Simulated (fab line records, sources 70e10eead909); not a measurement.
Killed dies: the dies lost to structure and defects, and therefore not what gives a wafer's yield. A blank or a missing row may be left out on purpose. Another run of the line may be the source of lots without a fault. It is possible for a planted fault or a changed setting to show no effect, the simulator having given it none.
fab line records	flow nand_harc
record lots=7	wafers=19	last_day=24
route steps=1159 shown A_SLIT@784 A_SIN_REMOVE@804 A_WL_FILL@809 END@1159
lots with no fault: from the same line, run without faults
start_h: hours from the record's opening day to when the first of the lot's shown wafers began	wait_h: hours since the lot's step before	" the same as in the row above	L1.1+2: several wafers, shown together as one row	- value missing, or start not given	* or withheld: withheld	< > ~ a bound
route shown NAME@n: names a module that has steps shown in the file, with the first one's number in the route	usual: average and standard deviation across the fault-free wafers	same: alike in all rows	chamber/n: place in a boat	sites: the reading at each site	_std_site: how widely they spread, as a standard deviation	_edge_site: outer sites' mean less inner sites'	radius_mm: for every site, how far away it sits from the centre of the wafer	mask NAME#n: copy n	behind: the most recent tool/chamber to have shaped the wafer	hold: what put the lot on hold/how long, in hours/how the hold closed	device: whichever transistor did not switch (one of n, p or np)	end of line: the tests these same wafers got at the end of their route	step lacking rows: just its recipe	killed: count of dies lost to structure and defects at first sort (not the wafer's yield)	map: per-die view of a wafer (x killed, . not killed, _ where there is no die)
set.NAME: setting as actually run; set.NAME@STEP: the setting as run at that earlier step	model.NAME: the simulator's own value behind a step, which no gauge read
lots seen at some steps along the route; tables by step, rows by wafer
services: the hour from which a tool's chamber was out of use, counted from the record's first day as start_h (under 0 if before that day), plus the number of hours and why
## steps
# step NHARC_A_SLIT_COAT_03
# recipe spin_rpm=1500	resist_thk_nm=90
# step NHARC_A_SLIT_SOFTBAKE_04
# recipe temp_c=105	time_s=55
# step NHARC_A_SLIT_EBR_05
# step NHARC_A_SLIT_EXPOSE_06
# recipe na=1.35	dose_mj=60.82	mask_id=SLIT
# step NHARC_A_SLIT_PEB_07
# recipe peb_temp_c=100	peb_time_s=65
# step NHARC_A_SLIT_DEVELOP_08
# recipe develop_time_s=35	dev_temp_c=23
# step NHARC_A_SLIT_CD_MEAS_09
# recipe target_cd_nm=300	landing_energy_ev=500
# usual cd_nm=299.9/0.44
lot.wafer	tool	chamber	start_h	wait_h	cd_nm
L266.1	cd_sem-03	0	325.67	-	299.8
L266.3	"	0	"	"	299.9
L266.4	"	0	"	"	300.4
L271.4	cd_sem-02	0	361.50	-	300.1
L271.5	"	0	"	"	299.9
L273.2	cd_sem-03	0	369.01	-	300.5
L273.6	"	0	"	"	299.7
L272.1	cd_sem-03	0	369.37	-	300.2
L272.3	"	0	"	"	299.6
L272.5	"	0	"	"	299.9
L276.1	cd_sem-03	0	394.69	-	299.9
L276.4	"	0	"	"	299.8
L276.6	"	0	"	"	300.5
L284.2	cd_sem-03	0	434.03	-	299.9
L284.4	"	0	"	"	299.4
L284.6	"	0	"	"	299.1
L285.1	cd_sem-01	0	434.67	-	300.6
L285.2	"	0	"	"	300.0
L285.4	"	0	"	"	300.2
# step NHARC_A_SLIT_OVL_MEAS_10
# usual overlay_x_nm=-0.2/0.8	overlay_y_nm=0.3/0.8
lot.wafer	tool	chamber	start_h	wait_h	overlay_x_nm	overlay_y_nm
L266.1	overlay-02	-	325.75	-	-0.9	2.3
L266.3	"	-	"	"	-1.2	1.7
L266.4	"	-	"	"	-0.5	2.1
L271.4	overlay-01	-	361.58	-	0.7	0.2
L271.5	"	-	"	"	1.1	0.6
L273.2	overlay-01	-	369.09	-	-0.6	-0.9
L273.6	"	-	"	"	0.2	-0.2
L272.1	overlay-02	-	369.46	-	0.3	-1.4
L272.3	"	-	"	"	0.5	-1.3
L272.5	"	-	"	"	1.5	-1.1
L276.1	overlay-02	-	394.78	-	1.4	-0.7
L276.4	"	-	"	"	1.6	-0.3
L276.6	"	-	"	"	1.0	-0.7
L284.2	overlay-01	-	434.12	-	1.0	-0.4
L284.4	"	-	"	"	0.6	0.7
L284.6	"	-	"	"	-0.1	0.1
L285.1	overlay-01	-	434.76	-	-0.2	1.1
L285.2	"	-	"	"	-0.1	0.8
L285.4	"	-	"	"	-0.4	1.1
# step NHARC_A_SLIT_INSPECT_11
# usual raw_defect_count=21/10
lot.wafer	tool	chamber	start_h	wait_h	raw_defect_count
L266.1	defect_inspect-01	-	325.79	0.0	5
L266.3	"	-	"	"	14
L266.4	"	-	"	"	8
L271.4	defect_inspect-02	-	361.61	0.0	25
L271.5	"	-	"	"	27
L273.2	defect_inspect-02	-	369.13	0.0	10
L273.6	"	-	"	"	10
L272.1	defect_inspect-01	-	369.49	0.0	33
L272.3	"	-	"	"	25
L272.5	"	-	"	"	26
L276.1	defect_inspect-01	-	394.81	0.0	18
L276.4	"	-	"	"	15
L276.6	"	-	"	"	16
L284.2	defect_inspect-02	-	434.16	0.0	20
L284.4	"	-	"	"	11
L284.6	"	-	"	"	12
L285.1	defect_inspect-02	-	434.79	0.0	21
L285.2	"	-	"	"	11
L285.4	"	-	"	"	17
# step NHARC_A_SLIT_DESCUM_14
# recipe time_s=3	o2_flow_sccm=200	ar_flow_sccm=0	bias_power_w=0	chemistry=O2
# usual drypump_motor_current_A=5.5/0.65	mfc_ar_sccm=0.006/0.0098	oes_product_au=1.000/0.0073	rf_vpp_V=58.1/0.82	showerhead_plenum_p_Torr=1.96/0.069	throttle_valve_pct=11.311/0.0088
lot.wafer	tool	chamber	start_h	wait_h	drypump_motor_current_A	mfc_ar_sccm	oes_product_au	rf_hours_counter_h	rf_vpp_V	showerhead_plenum_p_Torr	throttle_valve_pct
L266.1	rie_diel-09	0	325.86	0.1	5.1	0.024	0.999	5	58.0	2.04	11.302
L266.3	"	1	"	"	5.8	0.029	0.997	5	57.6	1.85	11.310
L266.4	"	2	"	"	5.4	0	0.996	6	56.1	1.84	11.312
L271.4	rie_diel-06	2	361.70	0.1	5.6	0	1.001	8	58.0	2.06	11.322
L271.5	"	0	"	"	5.9	0	0.990	-	57.9	1.98	11.307
L273.2	rie_diel-13	2	369.22	0.1	5.2	0.006	1.002	5	59.6	2.00	11.328
L273.6	"	0	"	"	4.8	0.013	0.992	-	58.2	1.84	11.305
L272.3	rie_diel-09	0	369.56	0.1	5.1	0.024	1.006	8	59.1	2.04	11.312
L272.1	"	1	"	"	5.8	0.029	1.004	8	57.5	1.85	11.302
L272.5	"	0	"	"	5.1	0.024	1.001	-	58.9	2.04	11.299
L276.4	rie_diel-09	2	394.87	0.1	5.4	0	0.998	12	56.3	1.84	11.316
L276.1	"	1	"	"	5.7	0.029	1.000	10	57.6	1.85	11.308
L276.6	"	2	"	"	5.4	0	0.988	-	57.4	1.84	11.312
L284.2	rie_diel-06	3	434.22	0.1	5.0	0.002	1.004	1	58.7	1.93	11.317
L284.4	"	2	"	"	5.6	0	1.014	0	59.0	2.06	11.312
L284.6	"	0	"	"	6.0	0	0.986	-	59.0	1.98	11.313
L285.1	rie_diel-06	0	434.86	0.1	5.9	0	0.996	1	58.0	1.98	11.320
L285.2	"	1	"	"	6.1	0	1.000	1	58.7	2.00	11.311
L285.4	"	2	"	"	5.6	0	1.006	1	57.7	2.06	11.308
# step NHARC_A_SLIT_ETCH_24
# recipe target_depth_a=1210	time_s=60.5	cf4_flow_sccm=100	chf3_flow_sccm=30	ar_flow_sccm=0	rf_w=500	bias_w=200	chemistry=CF4/CHF3
# usual drypump_motor_current_A=5.6/0.66	mfc_ar_sccm=0.006/0.01	oes_product_au=0.958/0.019	rf_vpp_V=371.5/2	showerhead_plenum_p_Torr=1.61/0.055	throttle_valve_pct=16.802/0.0095
lot.wafer	tool	chamber	start_h	wait_h	drypump_motor_current_A	mfc_ar_sccm	oes_product_au	rf_hours_counter_h	rf_vpp_V	showerhead_plenum_p_Torr	throttle_valve_pct
L266.1	rie_diel-09	2	325.94	0.1	5.4	0	0.979	6	368.5	1.52	16.789
L266.4	"	3	"	"	4.7	0	0.964	6	371.6	1.60	16.794
L266.3	"	0	"	"	5.1	0.024	0.971	5	374.4	1.67	16.797
L271.4	rie_diel-06	1	361.76	0.1	6.2	0	0.971	8	372.3	1.64	16.800
L271.5	"	1	"	"	6.1	0	0.973	-	372.5	1.64	16.826
L273.2	rie_diel-13	0	369.29	0.1	4.8	0.013	0.957	5	367.3	1.52	16.800
L273.6	"	2	"	"	5.2	0.006	0.978	-	371.1	1.64	16.807
L272.1	rie_diel-09	2	369.64	0.1	5.4	0	0.967	10	368.7	1.52	16.802
L272.3	"	0	"	"	5.1	0.024	0.962	8	374.3	1.67	16.802
L272.5	"	2	"	"	5.4	0	0.963	-	369.0	1.52	16.819
L276.4	rie_diel-09	0	394.96	0.1	5.1	0.024	0.970	10	374.6	1.67	16.785
L276.1	"	2	"	"	5.4	0	0.951	12	369.8	1.51	16.802
L276.6	"	0	"	"	5.1	0.024	0.974	-	374.2	1.67	16.782
L284.4	rie_diel-06	0	434.30	0.1	6.0	0	0.952	1	372.1	1.63	16.802
L284.2	"	3	"	"	5.0	0.002	0.958	1	370.6	1.59	16.802
L284.6	"	1	"	"	6.1	0	0.979	-	373.6	1.64	16.803
L285.1	rie_diel-06	0	434.94	0.1	6.0	0	0.953	1	371.8	1.63	16.791
L285.4	"	2	"	"	5.6	0	0.983	1	375.1	1.69	16.814
L285.2	"	3	"	"	5.0	0.002	0.965	1	370.4	1.59	16.811
# step NHARC_A_SLIT_ETCH_15
# recipe target_depth_a=32000	over_etch_frac=0.3	time_s=832	ion_energy_ev=150	o2_flow_sccm=400	cos_flow_sccm=20	ar_flow_sccm=0	rf_w=500	bias_w=300	chemistry=O2/COS
# step NHARC_A_SLIT_ETCH_17
# recipe bias_v=900	source_w=withheld	pressure_mtorr=20	ar_flow_sccm=375	c4f8_flow_sccm=83.3	o2_flow_sccm=41.7	time_s=1687.5	target_depth_a=1.01e+05	chemistry=C4F8/O2/Ar
# usual drypump_motor_current_A=5.7/0.38	he_backside_leak_sccm=5.6/0.5	mfc_ar_sccm=374.8/1.1	showerhead_plenum_p_Torr=3.59/0.1	throttle_valve_pct=32.046/0.008
lot.wafer	tool	chamber	start_h	wait_h	drypump_motor_current_A	he_backside_leak_sccm	mfc_ar_sccm	rf_hours_counter_h	showerhead_plenum_p_Torr	throttle_valve_pct
L266.1	har_etch-02	1	327.89	-	6.2	6.2	374.2	171	3.53	32.047
L266.4	"	0	"	"	5.9	5.4	376.6	-	3.53	32.056
L266.3	"	1	"	"	6.2	6.6	375.5	-	3.53	32.030
L271.4	har_etch-02	1	363.19	-	6.2	6.4	376.1	-	3.52	32.046
L271.5	"	1	"	"	6.2	6.2	377.4	-	3.52	32.038
L273.2	har_etch-02	1	372.59	-	6.2	6.5	374.6	186	3.52	32.035
L273.6	"	1	"	"	6.2	6.3	373.5	-	3.52	32.039
L272.1	har_etch-02	1	374.26	-	6.2	6.2	375.9	188	3.52	32.044
L272.3	"	0	"	"	5.9	5.7	374.9	-	3.52	32.059
L272.5	"	1	"	"	6.2	6.4	374.8	-	3.52	32.048
L276.1	har_etch-01	0	403.28	-	5.7	5.2	377.5	43	3.77	32.044
L276.4	"	1	"	"	5.2	5.3	376.8	-	3.56	32.044
L276.6	"	1	"	"	5.2	5.2	375.1	-	3.56	32.049
L284.2	har_etch-01	0	434.98	-	5.6	5.2	373.4	58	3.76	32.045
L284.4	"	0	"	"	5.7	5.1	373.4	-	3.76	32.052
L284.6	"	0	"	"	5.6	5.3	371.8	-	3.76	32.046
L285.1	har_etch-02	1	435.62	-	6.2	6.5	376.0	202	3.51	32.047
L285.2	"	0	"	"	5.8	5.5	374.7	202	3.52	32.047
L285.4	"	0	"	"	5.8	5.5	375.4	-	3.52	32.051
# step NHARC_A_SLIT_ETCH_26
# recipe bias_v=400	source_w=2000	pressure_mtorr=25	time_s=90	ar_flow_sccm=375	c4f8_flow_sccm=41.7	o2_flow_sccm=83.3	target_depth_a=4000	chemistry=C4F8/O2/Ar
# step NHARC_A_SLIT_STRIP_28
# recipe o2_flow_sccm=400	cos_flow_sccm=20	ar_flow_sccm=0	bias_w=0	chemistry=O2/COS
# step NHARC_A_SLIT_ETCH_29
# recipe target_depth_a=1000	overetch_a=100	time_s=55	ion_energy_ev=100	cf4_flow_sccm=80	o2_flow_sccm=20	ar_flow_sccm=0	rf_w=300	bias_w=100	chemistry=CF4/O2
# usual drypump_motor_current_A=5.6/0.65	mfc_ar_sccm=0.008/0.011	oes_product_au=1.000/0.0084	rf_vpp_V=198.2/1.3	showerhead_plenum_p_Torr=1.36/0.051	throttle_valve_pct=13.397/0.0088
lot.wafer	tool	chamber	start_h	wait_h	drypump_motor_current_A	mfc_ar_sccm	oes_product_au	rf_hours_counter_h	rf_vpp_V	showerhead_plenum_p_Torr	throttle_valve_pct
L266.3	rie_diel-09	3	329.77	0.1	4.7	0	1.001	7	198.0	1.36	13.384
L266.4	"	0	"	"	5.1	0.024	1.018	5	200.5	1.42	13.396
L266.1	"	1	"	"	5.7	0.029	1.012	5	197.6	1.29	13.388
L271.4	rie_diel-13	0	364.57	0.1	4.8	0.013	1.006	5	196.7	1.29	13.397
L271.5	"	1	"	"	6.8	0	0.999	-	199.8	1.38	13.387
L273.2	rie_diel-09	0	374.71	0.1	5.1	0.024	1.005	8	199.7	1.42	13.395
L273.6	"	1	"	"	5.8	0.029	1.006	-	197.4	1.29	13.385
L272.1	rie_diel-06	2	376.38	0.1	5.6	0	0.990	9	198.2	1.44	13.404
L272.3	"	0	"	"	5.9	0	0.993	9	199.5	1.38	13.403
L272.5	"	1	"	"	6.1	0	0.988	-	198.3	1.39	13.392
L276.4	rie_diel-13	3	405.40	0.1	6.5	0	1.001	8	199.9	1.38	13.403
L276.1	"	0	"	"	4.8	0.013	0.990	8	195.8	1.29	13.382
L276.6	"	2	"	"	5.2	0.006	1.003	-	198.7	1.39	13.388
L284.2	rie_diel-06	2	437.09	0.1	5.6	0	0.991	1	200.7	1.43	13.396
L284.4	"	3	"	"	5.0	0.002	1.008	1	198.0	1.35	13.414
L284.6	"	0	"	"	6.0	0	0.983	-	198.4	1.38	13.390
L285.2	rie_diel-13	3	437.70	0.1	6.5	0	1.008	11	198.3	1.38	13.387
L285.1	"	0	"	"	4.8	0.013	1.001	10	196.7	1.28	13.409
L285.4	"	1	"	"	6.8	0	0.992	10	199.2	1.38	13.408
# step NHARC_A_SLIT_STRIP_18
# recipe o2_flow_sccm=500	ar_flow_sccm=0	bias_w=0	chemistry=O2
# usual drypump_motor_current_A=5.6/0.66	mfc_ar_sccm=0.007/0.011	oes_product_au=1.000/0.0068	rf_vpp_V=57.8/0.86	showerhead_plenum_p_Torr=3.59/0.13	throttle_valve_pct=17.035/0.0097
lot.wafer	tool	chamber	start_h	wait_h	drypump_motor_current_A	mfc_ar_sccm	oes_product_au	rf_hours_counter_h	rf_vpp_V	showerhead_plenum_p_Torr	throttle_valve_pct
L266.4	rie_diel-09	1	-	-	5.8	0.029	1.010	6	58.2	3.42	17.044
L266.1	"	2	"	"	5.4	0	0.983	7	57.2	3.40	17.019
L266.3	"	0	"	"	5.1	0.024	1.006	5	60.0	3.74	17.015
L271.4	rie_diel-13	3	-	-	6.5	0	1.005	5	59.0	3.65	17.028
L271.5	"	2	"	"	5.2	0.006	1.012	-	57.5	3.68	17.043
L273.2	rie_diel-09	2	-	-	5.4	0	0.995	10	57.1	3.40	17.048
L273.6	"	0	"	"	5.1	0.024	0.999	-	56.9	3.74	17.029
L272.3	rie_diel-06	1	-	-	6.2	0	0.992	9	58.0	3.67	17.035
L272.1	"	0	"	"	5.9	0	0.992	9	57.8	3.64	17.033
L272.5	"	2	"	"	5.6	0	1.006	-	57.7	3.78	17.040
L276.1	rie_diel-13	2	-	-	5.2	0.006	1.001	8	58.8	3.67	17.045
L276.4	"	3	"	"	6.5	0	1.006	8	57.5	3.64	17.031
L276.6	"	2	"	"	5.2	0.006	1.004	-	57.3	3.67	17.033
L284.2	rie_diel-06	2	-	-	5.6	0	1.011	1	58.7	3.78	17.050
L284.4	"	0	"	"	5.9	0	0.989	1	59.3	3.64	17.043
L284.6	"	2	"	"	5.6	0	1.011	-	58.0	3.78	17.041
L285.1	rie_diel-13	1	-	-	6.8	0	1.003	10	59.5	3.64	17.033
L285.4	"	2	"	"	5.2	0.006	1.008	10	59.1	3.67	17.029
L285.2	"	3	"	"	6.5	0	1.003	11	57.2	3.64	17.025
# step NHARC_A_SLIT_PRECLEAN_19
# recipe time_s=*	temp_c=50	bath_age_min=0	chemistry=SC1
# step NHARC_A_SLIT_SRD_20
# step NHARC_A_SLIT_CD_MEAS_21
# usual cd_nm=289.5/0.71
lot.wafer	tool	chamber	start_h	wait_h	cd_nm
L266.1	cd_sem-03	-	330.29	-	288.7
L266.3	"	-	"	"	288.4
L266.4	"	-	"	"	288.8
L271.4	cd_sem-02	-	365.13	0.1	290.0
L271.5	"	-	"	"	290.1
L273.2	cd_sem-01	-	375.26	0.1	290.3
L273.6	"	-	"	"	290.1
L272.1	cd_sem-01	-	376.98	-	290.8
L272.3	"	-	"	"	289.1
L272.5	"	-	"	"	289.2
L276.1	cd_sem-01	-	405.93	-	288.2
L276.4	"	-	"	"	288.5
L276.6	"	-	"	"	288.8
L284.2	cd_sem-03	-	437.61	-	289.8
L284.4	"	-	"	"	289.9
L284.6	"	-	"	"	289.9
L285.1	cd_sem-01	-	438.24	-	290.3
L285.2	"	-	"	"	290.2
L285.4	"	-	"	"	289.7
# step NHARC_A_SIN_REMOVE_WET_00
# recipe temp_c=160	time_s=15300	chemistry=H3PO4
# step NHARC_A_SIN_REMOVE_PRECLEAN_01
# recipe time_s=*	temp_c=50	bath_age_min=0	chemistry=SC1
# step NHARC_A_SIN_REMOVE_SRD_02
# step NHARC_A_SIN_REMOVE_INSPECT_04
# usual raw_defect_count=298/88
lot.wafer	tool	chamber	start_h	wait_h	hold	raw_defect_count
L266.1	defect_inspect-01	-	338.00	0.0	-	248
L266.3	"	-	"	"	-	443
L266.4	"	-	"	"	-	366
L271.4	defect_inspect-02	-	372.83	0.0	await_dispo/0.2h/release	1361
L271.5	"	-	"	"	await_dispo/0.2h/release	1320
L271.4	defect_inspect-02	-	373.01	0.2	-	1367
L271.5	"	-	"	"	-	1336
L273.2	defect_inspect-01	-	382.93	0.0	await_dispo/0.2h/release	1383
L273.6	"	-	"	"	await_dispo/0.2h/release	1346
L273.2	defect_inspect-01	-	383.10	0.2	-	1399
L273.6	"	-	"	"	-	1331
L272.1	defect_inspect-02	-	382.93	0.0	await_dispo/0.2h/release	1315
L272.3	"	-	"	"	await_dispo/0.2h/release	257
L272.5	"	-	"	"	await_dispo/0.2h/release	1211
L272.1	defect_inspect-02	-	383.10	0.2	-	1309
L272.3	"	-	"	"	-	244
L272.5	"	-	"	"	-	1224
L276.1	defect_inspect-01	-	413.52	0.0	-	191
L276.4	"	-	"	"	-	271
L276.6	"	-	"	"	-	252
L285.1	defect_inspect-01	-	445.28	0.0	-	363
L285.2	"	-	"	"	-	301
L285.4	"	-	"	"	-	321
L284.2	defect_inspect-02	-	445.29	0.0	-	204
L284.4	"	-	"	"	-	194
L284.6	"	-	"	"	-	207
# step NHARC_A_WL_FILL_ALD_00
# recipe target_thk_a=30	pulse_time_s=3	ald_cycles=30	temp_c=300	material=Al2O3
# usual heater_power_w=446/40	precursor_pulse_height_rel=1.001/0.022
lot.wafer	tool	chamber	start_h	wait_h	hold	heater_power_w	precursor_pulse_height_rel	since_wet_clean_h
L266.3	ald_hk-02	1	338.22	0.2	-	430	1.043	48
L266.4	"	2	"	"	-	469	1.012	48
L266.1	"	3	"	"	-	443	0.987	48
L271.4	ald_hk-04	0	378.53	5.5	await_dispo/5.4h/release	533	1.003	129
L271.5	"	1	"	"	await_dispo/5.4h/release	494	0.997	-
L273.2	ald_hk-02	1	385.57	2.5	await_dispo/2.2h/release	425	1.008	95
L273.6	"	3	"	"	await_dispo/2.2h/release	443	0.991	-
L272.1	ald_hk-02	1	386.08	3.0	await_dispo/2.9h/release	423	1.039	96
L272.3	"	3	"	"	await_dispo/2.9h/release	453	1.002	96
L272.5	"	1	"	"	await_dispo/2.9h/release	421	0.974	-
L276.4	ald_hk-02	2	413.61	0.1	-	481	0.983	123
L276.1	"	3	"	"	-	449	1.046	123
L276.6	"	2	"	"	-	476	1.012	-
L285.2	ald_hk-04	2	445.38	0.1	-	426	0.989	16
L285.4	"	3	"	"	-	447	0.982	16
L285.1	"	0	"	"	-	484	1.016	16
L284.4	ald_hk-04	1	445.51	0.2	-	472	0.984	16
L284.2	"	0	"	"	-	495	0.996	16
L284.6	"	1	"	"	-	478	0.987	-
# step NHARC_END_SORT_01
# recipe temp_c=25
# usual killed_at_array=24/7.4	killed_at_other=0.5/0.81	killed_at_periphery=3.4/2.3	killed_dies=28/8	killed_open=3.4/1.8	killed_short=2.0/1.4
# same gross_dies=677
lot.wafer	tool	chamber	start_h	wait_h	killed_at_array	killed_at_other	killed_at_periphery	killed_dies	killed_open	killed_short
L266.1	prober-02	0	442.13	2.5	17	0	2	19	2	3
L266.3	prober-02	0	443.73	3.1	25	0	2	27	4	2
L266.4	prober-02	0	444.54	3.4	22	0	6	28	6	1
L273.2	prober-02	0	498.45	2.8	61	0	1	62	2	2
L273.6	prober-02	0	501.65	4.0	63	1	3	67	1	5
L272.1	prober-01	0	499.10	2.5	67	1	3	71	3	3
L272.3	prober-01	0	500.70	3.1	24	3	2	29	1	1
L272.5	prober-01	0	502.29	3.7	55	1	5	61	2	3
L271.4	prober-02	0	515.10	3.4	66	1	2	69	5	3
L271.5	prober-02	0	515.88	3.6	62	0	3	65	3	0
L276.1	prober-02	0	517.14	2.5	13	0	7	20	4	1
L276.4	prober-02	0	519.48	3.3	19	0	6	25	4	3
L276.6	prober-02	0	521.04	3.9	15	3	5	23	8	2
L284.2	prober-01	0	562.43	2.8	14	0	4	18	2	3
L284.4	prober-01	0	564.03	3.4	16	0	3	19	2	2
L284.6	prober-01	0	565.64	4.0	19	0	5	24	2	0
# killed by level:class
L266.1 A_SLIT:chamber_film_flake=5 A_CONTACT:chamber_film_flake=5 A_WL_FILL:chamber_film_flake=2 P_GATE:geometric_particle:short=1 A_SGD_CUT:geometric_particle:short=1 A_CONTACT:geometric_particle:short=1 A_CONTACT:geometric_particle:open=1 A_M1:geometric_particle:open=1
L266.3 A_SLIT:chamber_film_flake=11 A_CONTACT:geometric_particle:open=4 A_CHANNEL_HOLE_D1:chamber_film_flake=3 A_WL_FILL:chamber_film_flake=2 A_CHANNEL_HOLE_D1:geometric_particle:short=1 A_M0:geometric_particle:short=1 P_ZERO_WELL:chamber_film_flake=1 P_GATE:chamber_film_flake=1
L266.4 A_SLIT:chamber_film_flake=9 A_WL_FILL:chamber_film_flake=3 P_M1:geometric_particle:open=2 P_CONTACT:chamber_film_flake=2 A_CHANNEL_HOLE_D1:chamber_film_flake=2 A_CONTACT:chamber_film_flake=2 P_CONTACT:geometric_particle:open=1 P_CONTACT:geometric_particle:short=1
L273.2 A_SLIT:unspecified=47 A_STAIRCASE:chamber_film_flake=4 A_CHANNEL_FILL_D1:chamber_film_flake=2 A_CONTACT:chamber_film_flake=2 P_M0:geometric_particle:short=1 A_ONON_D1:geometric_particle:open=1 A_CHANNEL_HOLE_D1:geometric_particle:short=1 A_CONTACT:geometric_particle:open=1
L272.1 A_SLIT:unspecified=44 A_CHANNEL_HOLE_D1:chamber_film_flake=12 A_STAIRCASE:chamber_film_flake=3 A_CONTACT:chamber_film_flake=3 P_M0:geometric_particle:short=1 P_M1:geometric_particle:open=1 A_ONON_D1:geometric_particle:short=1 A_CHANNEL_FILL_D1:geometric_particle:open=1
L272.3 A_SLIT:chamber_film_flake=8 A_CONTACT:chamber_film_flake=6 A_CHANNEL_HOLE_D1:chamber_film_flake=6 THIN_TSV:chamber_film_flake=3 P_M0:geometric_particle:open=1 A_ONON_D1:geometric_particle:short=1 P_BONDPAD:chamber_film_flake=1 A_CHANNEL_FILL_D1:chamber_film_flake=1
L273.6 A_SLIT:unspecified=50 A_CHANNEL_HOLE_D1:chamber_film_flake=5 A_M1:chamber_film_flake=3 P_GATE:geometric_particle:short=1 P_GATE:geometric_particle:open=1 A_CHANNEL_HOLE_D1:geometric_particle:short=1 A_CHANNEL_FILL_D1:geometric_particle:short=1 A_SGD_CUT:geometric_particle:short=1
L272.5 A_SLIT:unspecified=45 A_CONTACT:chamber_film_flake=3 P_BONDPAD:chamber_film_flake=2 A_CHANNEL_HOLE_D1:chamber_film_flake=2 P_GATE:geometric_particle:open=1 P_M2:geometric_particle:open=1 A_ONON_D1:geometric_particle:short=1 A_WL_FILL:geometric_particle:short=1
L271.4 A_SLIT:unspecified=51 A_CHANNEL_HOLE_D1:chamber_film_flake=10 P_CONTACT:geometric_particle:open=1 P_M0:geometric_particle:open=1 A_CHANNEL_HOLE_D1:geometric_particle:open=1 A_WL_FILL:geometric_particle:open=1 A_WL_FILL:geometric_particle:short=1 A_CONTACT:geometric_particle:short=1
L271.5 A_SLIT:unspecified=45 A_CHANNEL_HOLE_D1:chamber_film_flake=14 P_ZERO_WELL:chamber_film_flake=2 P_M1:geometric_particle:open=1 A_STAIRCASE:geometric_particle:open=1 A_M0:geometric_particle:open=1 A_STAIRCASE:chamber_film_flake=1
L276.1 P_ZERO_WELL:chamber_film_flake=4 A_M0:geometric_particle:open=3 A_CHANNEL_HOLE_D1:chamber_film_flake=3 P_STI:chamber_film_flake=2 A_STAIRCASE:chamber_film_flake=2 A_ONON_D1:geometric_particle:short=1 A_SGD_CUT:geometric_particle:open=1 P_GATE:chamber_film_flake=1
L276.4 A_CHANNEL_HOLE_D1:chamber_film_flake=6 A_WL_FILL:chamber_film_flake=5 P_ZERO_WELL:chamber_film_flake=3 A_STAIRCASE:chamber_film_flake=3 A_CHANNEL_FILL_D1:geometric_particle:short=2 A_CONTACT:geometric_particle:open=2 P_STI:geometric_particle:short=1 P_GATE:geometric_particle:open=1
L276.6 A_CHANNEL_HOLE_D1:chamber_film_flake=4 A_CONTACT:geometric_particle:open=3 A_STAIRCASE:chamber_film_flake=3 A_M0:geometric_particle:open=2 STARTING-WAFER:geometric_particle:open=2 P_STI:chamber_film_flake=2 P_M1:geometric_particle:short=1 A_SOURCE_PLATE:geometric_particle:short=1
L284.2 A_STAIRCASE:chamber_film_flake=4 A_CHANNEL_HOLE_D1:chamber_film_flake=3 P_CONTACT:chamber_film_flake=2 A_CONTACT:chamber_film_flake=2 P_CONTACT:geometric_particle:short=1 P_M1:geometric_particle:open=1 A_ONON_D1:geometric_particle:short=1 A_CONTACT:geometric_particle:short=1
L284.4 A_CHANNEL_HOLE_D1:chamber_film_flake=4 A_CONTACT:chamber_film_flake=4 A_ZERO_WELL:chamber_film_flake=2 A_CHANNEL_HOLE_D1:geometric_particle:short=1 A_CHANNEL_FILL_D1:geometric_particle:short=1 A_SGD_CUT:geometric_particle:open=1 A_CONTACT:geometric_particle:open=1 P_STI:chamber_film_flake=1
L284.6 A_CHANNEL_HOLE_D1:chamber_film_flake=4 A_STAIRCASE:chamber_film_flake=4 P_GATE:chamber_film_flake=3 A_SLIT:chamber_film_flake=3 A_CONTACT:chamber_film_flake=3 P_STI:chamber_film_flake=2 A_WL_FILL:chamber_film_flake=2 A_WL_FILL:geometric_particle:open=1
# map L271.4 (x killed, . not)
____________.____________
_________......._________
_______x.........._______
______.............______
_____...x.x........._____
____..xx.............____
____..xxx..x.........____
___....x..............___
___...x...............___
__.....................__
__.....................__
_......................x_
_......................._
_xx....................._
_xxxx..................._
_xxxxx.................._
xxxx...x.................
xxxxx....................
xxxxxxx..................
xxxxxx...................
xxxxx.....x..............
_xxx...................._
_xxx...................._
_xxx...................._
_xx...x.....x..........._
_xx....................._
__.....................__
__.....................__
___...................___
___...................___
____...x.............____
____.................____
_____..x............_____
______.............______
_______..........._______
_________......._________
____________.____________
# map L272.1 (x killed, . not)
____________.____________
_________......._________
_______x.x........_______
______.x...........______
_____x.xx..........._____
____...xx............____
____.x.x.............____
___....x..............___
___.x..x....x.........___
__.......x..x.x........__
__......x....x.........__
_..x...................._
_x......................_
_x..x......x............_
_xx....................._
_xx....................._
xxxxx..................x.
xxxxxx..............x....
xxxx..................x.x
xxxx.....................
xxxxx....................
_xxxx..................._
_xxx...................._
_xxx...................._
_xxx...................._
_x......................_
__...................x.__
__.....................__
___...................___
___...................___
____.................____
____.................____
_____..............._____
______.............______
_______..........._______
_________......._________
____________.____________
## services
tool	chamber	start_h	hours	kind
har_etch-01	-	305.08	17.0	pm
rie_diel-09	0	312.30	-	clean
rie_diel-09	1	312.30	-	clean
rie_diel-09	2	312.30	-	clean
rie_diel-09	3	312.30	-	clean
rie_diel-06	0	323.70	-	clean
rie_diel-06	1	323.70	-	clean
rie_diel-06	2	323.70	-	clean
rie_diel-06	3	323.70	-	clean
rie_diel-09	0	336.80	-	clean
rie_diel-09	1	336.80	-	clean
rie_diel-09	2	336.80	-	clean
rie_diel-09	3	336.80	-	clean
rie_diel-06	0	346.22	3.0	repair
rie_diel-06	1	348.20	-	clean
rie_diel-13	-	362.67	0.1	repair
rie_diel-06	3	375.71	1.8	repair
har_etch-02	-	386.31	25.6	repair
rie_diel-06	-	418.20	9.0	pm
ald_hk-04	-	419.71	10.0	pm
rie_diel-09	3	425.47	5.0	repair
rie_diel-09	-	431.22	9.0	pm
rie_diel-09	2	441.12	9.9	repair
rie_diel-06	2	441.79	7.6	repair
## key
first_sign step=NHARC_A_SIN_REMOVE_INSPECT_04	reading=visit	direction=added
effect step=NHARC_A_SIN_REMOVE_INSPECT_04	reading=raw_defect_count	direction=up	sigmas=12	usual=298	struck=1323
effect step=NHARC_END_SORT_01	reading=killed_at_array	direction=up	sigmas=5.1	usual=24	struck=62
more_kills_born_at NHARC_A_SLIT_ETCH_17@har_etch-02=239
met_at NHARC_A_SLIT_ETCH_17
struck_wafers L271.4,L271.5,L272.1,L272.5,L273.2,L273.6
tester_left_out L271,L272,L273
onset_between 327.89 363.19
fault kind=chamber_particle_source	tool=har_etch-02	chamber=1	onset_h=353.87	steps=NHARC_A_SLIT_ETCH_17	rate_per_visit_cm2=1.5572	end_h=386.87
# tester_left_out: of these lots the tester's yield and bins aren't shown, on N5 and GAA mostly nor the transistor test; their killed dies are dies lost to structure and defects alone, not to doping, threshold or leakage, so they don't give the yield
